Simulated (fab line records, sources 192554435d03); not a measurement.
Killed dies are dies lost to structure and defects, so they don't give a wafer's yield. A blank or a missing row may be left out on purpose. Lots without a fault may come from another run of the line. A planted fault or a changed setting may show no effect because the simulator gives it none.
Chamber matching | flow n5_finfet | N5_BEOL_M12_CMP_49 on cmp-02: 4 sister chambers
The step polishes, stops on SiOC, t overpolish 20.6 s, target thk 320 nm. 14 wafers are shown with their chamber, then 6 later ones without.

WAFERS WITH THEIR CHAMBER
wafer  | chamber | motor_current_A (A) | overpolish_run_s (s) | slurry_filter_dp_kPa (kPa)
L299.3 | 2       | 6.4                 | 20.606               | 13.45
L299.4 | 1       | 5.6                 | 20.596               | 13.71
L299.6 | 2       | 7.0                 | 20.598               | 13.49
L301.1 | 1       | 5.7                 | 20.599               | 13.76
L301.3 | 0       | 6.5                 | 20.605               | 13.51
L305.1 | 2       | 6.9                 | 20.603               | 13.59
L305.3 | 0       | 6.7                 | 20.609               | 13.36
L305.4 | 3       | 5.6                 | 20.591               | 13.51
L312.1 | 0       | 6.3                 | 20.608               | 13.70
L312.3 | 2       | 6.5                 | 20.589               | 13.51
L312.6 | 2       | 6.8                 | 20.601               | 13.64
L313.1 | 1       | 5.4                 | 20.589               | 13.36
L313.2 | 0       | 6.3                 | 20.590               | 13.52
L313.4 | 2       | 6.9                 | 20.590               | 13.22

SIGNATURES (means of the wafers above)
reading              | chamber 0 | chamber 1 | chamber 2 | chamber 3 | scatter within a chamber
motor_current_A      | 6.450     | 5.567     | 6.750     | 5.600     | 0.213
overpolish_run_s     | 20.60300  | 20.59467  | 20.59783  | 20.59100  | 0.00728
slurry_filter_dp_kPa | 13.5225   | 13.6100   | 13.4833   | 13.5100   | 0.161
Rule: a wafer's distance from a chamber is the root of the sum, over the readings, of the square of ((its reading less the chamber's mean) divided by the reading's scatter). The wafer belongs to the nearest chamber; if the next one is less than 2 further off, it can't be placed. The scatter: the root of (the sum of the squares of (reading less its chamber's mean) over the shown wafers, divided by (wafers less chambers)).

WAFERS WITHOUT THEIR CHAMBER
wafer  | motor_current_A (A) | overpolish_run_s (s) | slurry_filter_dp_kPa (kPa)
L315.2 | 5.6                 | 20.607               | 13.38
L315.3 | 5.6                 | 20.604               | 13.52
L315.5 | 6.6                 | 20.593               | 13.22
L319.1 | 6.8                 | 20.599               | 13.36
L319.2 | 5.6                 | 20.588               | 13.46
L319.6 | 6.7                 | 20.591               | 13.66

WHICH CHAMBER EACH WENT THROUGH
wafer  | from the rows above          | in truth
L315.2 | can't be placed: 1 or 3 or 0 | 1
L315.3 | can't be placed: 1 or 3      | 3
L315.5 | can't be placed: 2 or 0      | 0
L319.1 | can't be placed: 2 or 0      | 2
L319.2 | can't be placed: 3 or 1      | 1
L319.6 | can't be placed: 2 or 0      | 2
Placed correctly: 0 of 6. Can't be placed from these rows: 6 (the true chamber is among the candidates in 6). Placed wrongly: 0.
